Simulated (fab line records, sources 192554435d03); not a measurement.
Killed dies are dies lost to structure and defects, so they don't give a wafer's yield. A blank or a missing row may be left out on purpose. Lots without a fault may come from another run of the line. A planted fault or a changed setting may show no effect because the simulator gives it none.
Chamber matching | flow n5_finfet | N5_BEOL_M8_ETCH_62 on rie_diel-06: 4 sister chambers
The step etches SOC in N2/H2, target depth 110 nm, overetch 22 nm, time 165 s. 4 wafers are shown with their chamber, then 10 later ones without.

WAFERS WITH THEIR CHAMBER
wafer  | chamber | showerhead_plenum_p_Torr (Torr)
L075.2 | 2       | 2.72
L080.6 | 3       | 2.42
L085.1 | 1       | 2.51
L085.2 | 0       | 2.63

WAFERS WITHOUT THEIR CHAMBER
wafer  | showerhead_plenum_p_Torr (Torr)
L085.3 | 2.41
L086.3 | 2.41
L086.5 | 2.51
L086.6 | 2.63
L091.2 | 2.41
L091.3 | 2.51
L091.6 | 2.51
L097.1 | 2.40
L097.4 | 2.62
L097.6 | 2.40

WHICH CHAMBER EACH WENT THROUGH
wafer  | from the rows above | in truth
L085.3 | 3                   | 3
L086.3 | 3                   | 3
L086.5 | 1                   | 1
L086.6 | 0                   | 0
L091.2 | 3                   | 3
L091.3 | 1                   | 1
L091.6 | 1                   | 1
L097.1 | 3                   | 3
L097.4 | 0                   | 0
L097.6 | 3                   | 3
Placed correctly: 10 of 10. Can't be placed from these rows: 0. Placed wrongly: 0.
How it was worked out, from the rows above alone: a wafer's distance from a chamber is the root of the sum, over the readings, of the square of ((its reading less the chamber's mean) divided by the reading's scatter). The wafer belongs to the nearest chamber; if the next one is less than 2 further off, it can't be placed. A chamber's mean is the mean of its shown wafers. The scatter: with one shown wafer a chamber, the root of the mean of the squares of how far each hidden wafer lies from its nearest shown one.
